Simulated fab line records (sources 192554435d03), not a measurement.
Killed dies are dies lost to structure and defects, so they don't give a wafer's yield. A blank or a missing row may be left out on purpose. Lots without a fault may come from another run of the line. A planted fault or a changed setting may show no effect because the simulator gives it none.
One fault through the eyes of 3 desks	flow n5_finfet	each desk holds nothing but its own numbers, with what lay behind them at the end

## THE METROLOGY DESK
Lot by lot, what the gauges showed, no matter which tool ran the lot: averages of those sampled wafers that carry a number. Marked OUT: a lot whose mean sits more than 4 standard deviations from the usual mean, which makes it out of limits; the brackets give that distance.
Columns: A = cd_nm at N5_BEOL_M11_CD_MEAS_35, usual 70.1 nm; B = M12_ILD_THK at N5_BEOL_M12_THK_MEAS_01, usual 656 nm
lot	first seen here	A	B
L384	day 10 10:08	70.5	654
L387	day 11 00:53	70.3	660
L390	day 12 01:38	69.4	662
L393	day 12 08:02	70.4	646
L392	day 12 16:56	69.2	658
L396	day 14 03:36	71.1	649
L397	day 14 06:05	70.7	649
L398	day 14 08:59	69.8	635
L400	day 14 23:42	69.4	631
L406	day 16 13:53	70.3	656
L407	day 17 12:42	69.6	655
This desk's finding: nothing out of limits on any of the 11 lots.

## DESK OF THE TOOL OWNER: pecvd-02
The tool's own readings at N5_BEOL_M12_ILD_DEP_00 (deposits SiOC from DEMS/O2, target thk 658.92 nm, time 130.7 s): means of the sampled wafers that have a number, for each lot that ran on this tool. Marked OUT: a lot whose mean sits more than 4 standard deviations from the usual mean, which makes it out of limits; the brackets give that distance.
Columns: A = heater_power_w at N5_BEOL_M12_ILD_DEP_00, usual 474 W; B = showerhead_plenum_p_Torr at N5_BEOL_M12_ILD_DEP_00, usual 5.702 Torr; C = susceptor_temp_C at N5_BEOL_M12_ILD_DEP_00, usual 349.98 C; D = throttle_valve_pct at N5_BEOL_M12_ILD_DEP_00, usual 11.9 %
lot	first seen here	A	B	C	D
L384	day 10 12:24	436	5.697	349.84	12.2
L387	day 11 03:22	410	5.675	349.96	12.1
L393	day 12 11:20	482	5.723	350.05	12.6
L392	day 12 19:41	412	5.703	350.04	12.2
L396	day 14 06:24	389	5.693	349.89	12.2
L398	day 14 12:11	494	5.697	366.06 (+77) OUT	12.1
L400	day 15 01:59	464	5.698	358.14 (+39) OUT	12.2
This desk finds L398, L400 out of limits, L398 being first, at day 14 12:11 (susceptor_temp_C at N5_BEOL_M12_ILD_DEP_00). L384, L387, L393, L392, L396 stayed within limits.

## THE DEFECT DESK
Lot by lot, what the route's inspections counted, given as the mean of those sampled wafers with a number. Marked OUT: a lot whose mean sits more than 4 standard deviations from the usual mean, which makes it out of limits; the brackets give that distance.
Columns: A = raw_defect_count at N5_BEOL_M12_INSPECT_12, usual 2.2
lot	first seen here	A
L384	day 10 12:53	2.3
L387	day 11 03:48	0.5
L390	day 12 04:06	1.5
L393	day 12 11:50	2.5
L392	day 12 20:10	2.5
L396	day 14 07:01	1.7
L397	day 14 10:04	2.0
L398	day 14 12:48	3.7
L400	day 15 02:32	2.7
L406	day 16 18:35	2.7
L407	day 17 15:38	2.3
This desk's finding: nothing out of limits on any of the 11 lots.

## ALL TOGETHER
The tool owner's desk had the chance to raise an alarm at day 14 12:11 on L398, L400.
Metrology desk: nothing out of limits seen.
No out-of-limits result turned up at the defect desk.
The metrology desk has L398, L400 on record, within its limits.
The defect desk has L398, L400 on record, within its limits.
The lots listed all ran N5_BEOL_M12_ILD_DEP_00 on pecvd-02.

## WHAT WAS PUT IN BY THE SIMULATOR
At N5_BEOL_M12_ILD_DEP_00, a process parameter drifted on pecvd-02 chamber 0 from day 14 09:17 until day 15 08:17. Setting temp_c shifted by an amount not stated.
Struck lots among those shown: L398, L400.
Each desk's first reading out of limits, in hours after the fault started: the tool owner's desk, 3.
